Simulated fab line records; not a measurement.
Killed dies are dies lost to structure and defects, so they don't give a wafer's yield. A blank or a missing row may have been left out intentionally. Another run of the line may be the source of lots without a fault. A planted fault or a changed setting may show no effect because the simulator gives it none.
A single fault, viewed from 3 desks | flow n5Finfet | only its own numbers are on each desk; what lay behind them is given at the end

## AT THE METROLOGY DESK
Lot by lot, what the gauges showed, no matter which tool ran the lot: averages of those sampled wafers that carry a number. Marked OUT: a lot whose mean sits more than 4 standard deviations from the usual mean, which makes it out of limits; the brackets give that distance. Readings shown: 7 of its 10, picked as those furthest out on some lot.
Columns: A = DIBL_P at N5_BEOL_M4_RC_MEAS_101, usual 37.3 mV/V; B = IOFF_P at N5_BEOL_M4_RC_MEAS_101, usual 0.24 nA/um; C = ION_N at N5_BEOL_M4_RC_MEAS_101, usual 680 uA/um; D = ION_P at N5_BEOL_M4_RC_MEAS_101, usual 466 uA/um; E = SS_N at N5_BEOL_M4_RC_MEAS_101, usual 71.8 mV/dec; F = VT_N at N5_BEOL_M4_RC_MEAS_101, usual 249 mV; G = VT_P at N5_BEOL_M4_RC_MEAS_101, usual -248 mV
lot  | first seen here | A    | B    | C   | D   | E    | F   | G
L798 | day 8 08:06     | 37.0 | 0.22 | 674 | 467 | 71.4 | 248 | -249
L801 | day 9 01:14     | 39.6 | 0.27 | 702 | 474 | 72.3 | 244 | -247
L802 | day 9 10:15     | 34.5 | 0.18 | 662 | 455 | 71.6 | 252 | -253
L805 | day 9 18:40     | 37.5 | 0.21 | 677 | 465 | 71.2 | 251 | -252
L813 | day 11 21:05    | 38.6 | 0.20 | 672 | 452 | 71.8 | 250 | -254
L814 | day 12 07:14    | 36.8 | 0.22 | 683 | 471 | 71.1 | 253 | -247
L815 | day 13 17:26    | 40.5 | 0.30 | 680 | 474 | 73.0 | 248 | -245
L817 | day 13 20:22    | 37.5 | 0.22 | 673 | 458 | 71.8 | 254 | -254
L818 | day 14 01:07    | 35.7 | 0.21 | 680 | 467 | 71.6 | 249 | -249
This desk found nothing out of limits on any of the 9 lots.

## THE DEFECT DESK
For each lot, the counts of the inspections along the route, averaged over the sampled wafers that have a number. Marked OUT: a lot whose mean sits more than 4 standard deviations from the usual mean, which makes it out of limits; the brackets give that distance.
Columns: A = rawDefectCount at N5_SD_EPI_P_INSPECT_26, usual 178
lot  | first seen here | A
L798 | day 3 09:22     | 181
L801 | day 4 04:52     | 155
L802 | day 4 08:34     | 154
L805 | day 5 05:47     | 214
L813 | day 7 02:14     | 735 (+14) OUT
L814 | day 7 15:09     | 715 (+13) OUT
L817 | day 8 22:25     | 210
L815 | day 9 00:18     | 170
L818 | day 9 04:38     | 172
This desk finds L813, L814 out of limits, L813 being first, at day 7 02:14 (rawDefectCount at N5_SD_EPI_P_INSPECT_26). L798, L801, L802, L805, L817, L815, L818 stayed within limits.

## DESK OF THE TOOL OWNER: rieDiel-01
The tool's own readings at N5_SD_EPI_P_ETCH_16 (etches SiO2 in CHF3/O2, target depth 5 nm): means of the sampled wafers that have a number, for each lot that ran on this tool. Marked OUT: a lot whose mean sits more than 4 standard deviations from the usual mean, which makes it out of limits; the brackets give that distance.
Columns: A = CHF3_flow_sccm at N5_SD_EPI_P_ETCH_16, usual 50.00 sccm; B = drypumpMotorCurrentA at N5_SD_EPI_P_ETCH_16, usual 5.8 A; C = oesProductAu at N5_SD_EPI_P_ETCH_16, usual 0.81 a.u.; D = rfVppV at N5_SD_EPI_P_ETCH_16, usual 519 V; E = showerheadPlenumPTorr at N5_SD_EPI_P_ETCH_16, usual 2.42 Torr; F = throttleValvePct at N5_SD_EPI_P_ETCH_16, usual 18.8 %
lot  | first seen here | A     | B   | C    | D   | E    | F
L798 | day 3 06:16     | 50.03 | 5.9 | 0.87 | 521 | 2.46 | 18.5
L801 | day 4 01:46     | 50.08 | 5.7 | 0.96 | 520 | 2.49 | 18.6
L813 | day 6 23:06     | 49.98 | 6.0 | 0.88 | 517 | 2.47 | 18.5
L814 | day 7 08:35     | 49.96 | 5.9 | 0.82 | 521 | 2.45 | 18.6
This desk found nothing out of limits on any of the 4 lots.

## BROUGHT TOGETHER
The defect desk could have raised an alarm at day 7 02:14, on L813, L814.
Metrology desk: nothing out of limits seen.
The desk of the tool owner found nothing out of limits.
The metrology desk holds a record of L813, L814, inside its limits.
Tool owner's desk: L813, L814 on record, inside its limits.
On rieDiel-01, each named lot ran N5_SD_EPI_P_ETCH_16.

## WHAT HAD BEEN PUT IN BY THE SIMULATOR
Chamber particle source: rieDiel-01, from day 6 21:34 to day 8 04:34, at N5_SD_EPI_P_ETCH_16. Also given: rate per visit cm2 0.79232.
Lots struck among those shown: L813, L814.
Hours from the fault's start to each desk's first reading out of limits: the defect desk, 5.
